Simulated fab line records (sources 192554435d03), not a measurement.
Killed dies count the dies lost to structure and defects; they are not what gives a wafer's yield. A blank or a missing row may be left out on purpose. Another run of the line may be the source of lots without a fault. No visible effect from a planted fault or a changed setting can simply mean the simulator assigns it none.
Matching of chambers ; flow n5 finfet ; N5_BEOL_M12_DESCUM_15 on rie diel-06 has 4 sister chambers
The step chemistry O2, time 7.9 s. 7 wafers are shown with their chamber, then 8 later ones without.

== WAFERS WITH THEIR CHAMBER ==
wafer;chamber;throttle valve pct (%);drypump motor current A (A)
L083.2;0;20.60;5.7
L087.5;3;20.33;5.4
L087.6;0;20.62;5.7
L085.2;2;20.94;6.8
L085.5;1;20.74;5.7
L085.6;2;20.96;6.9
L090.1;3;20.34;5.4

== WAFERS WITH NO CHAMBER GIVEN ==
wafer;throttle valve pct (%);drypump motor current A (A)
L090.4;20.75;5.7
L090.5;20.64;5.8
L089.1;20.63;5.8
L089.4;20.96;6.8
L089.6;20.63;5.8
L091.1;20.78;5.7
L091.4;20.63;5.8
L091.5;20.36;5.4

== THE CHAMBER EACH PASSED THROUGH ==
wafer;from the rows above;in truth
L090.4;1;1
L090.5;0;0
L089.1;0;0
L089.4;2;2
L089.6;0;0
L091.1;1;1
L091.4;0;0
L091.5;3;3
8 of 8 placed correctly. Left unplaced by these rows: 0. Number placed wrongly: 0.
How it was worked out, from the rows above alone: a wafer's distance from a chamber is the root of the sum, over the readings, of the square of ((its reading less the chamber's mean) divided by the reading's scatter). The wafer belongs to the nearest chamber; if the next one is less than 2 further off, it can't be placed. Each chamber's mean is taken over the wafers shown for it. The scatter is the square root of a quotient: the sum, over the shown wafers, of each reading's squared deviation from its chamber's mean, divided by wafers minus chambers.
